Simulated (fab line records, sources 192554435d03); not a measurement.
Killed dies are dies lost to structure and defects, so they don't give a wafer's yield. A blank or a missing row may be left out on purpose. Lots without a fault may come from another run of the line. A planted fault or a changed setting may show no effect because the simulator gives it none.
Chamber matching | flow n5_finfet | N5_BEOL_M13_ILD_DEP_00 on pecvd-03: 3 sister chambers
The step deposits SiOC from DEMS/O2, target thk 837.92 nm, time 166.4 s. 6 wafers are shown with their chamber, then 11 later ones without.

WAFERS WITH THEIR CHAMBER
wafer  | chamber | showerhead_vpp_V (V) | throttle_valve_pct (%)
L083.5 | 2       | 1409                 | 11.3
L084.5 | 2       | 1404                 | 11.1
L086.2 | 1       | 1426                 | 12.1
L086.5 | 1       | 1449                 | 12.3
L086.6 | 0       | 1549                 | 10.8
L087.1 | 0       | 1555                 | 10.9

WAFERS WITHOUT THEIR CHAMBER
wafer  | showerhead_vpp_V (V) | throttle_valve_pct (%)
L087.4 | 1396                 | 11.6
L087.5 | 1551                 | 10.9
L095.1 | 1587                 | 11.0
L095.4 | 1402                 | 11.5
L095.5 | 1450                 | 12.2
L093.2 | 1443                 | 12.2
L093.4 | 1553                 | 11.0
L093.5 | 1442                 | 12.3
L097.1 | 1390                 | 11.1
L097.2 | 1533                 | 11.1
L097.6 | 1405                 | 11.0

WHICH CHAMBER EACH WENT THROUGH
wafer  | from the rows above | in truth
L087.4 | 2                   | 2
L087.5 | 0                   | 0
L095.1 | 0                   | 0
L095.4 | 2                   | 2
L095.5 | 1                   | 1
L093.2 | 1                   | 1
L093.4 | 0                   | 0
L093.5 | 1                   | 1
L097.1 | 2                   | 2
L097.2 | 0                   | 0
L097.6 | 2                   | 2
Placed correctly: 11 of 11. Can't be placed from these rows: 0. Placed wrongly: 0.
How it was worked out, from the rows above alone: a wafer's distance from a chamber is the root of the sum, over the readings, of the square of ((its reading less the chamber's mean) divided by the reading's scatter). The wafer belongs to the nearest chamber; if the next one is less than 2 further off, it can't be placed. A chamber's mean is the mean of its shown wafers. The scatter: the root of (the sum of the squares of (reading less its chamber's mean) over the shown wafers, divided by (wafers less chambers)).
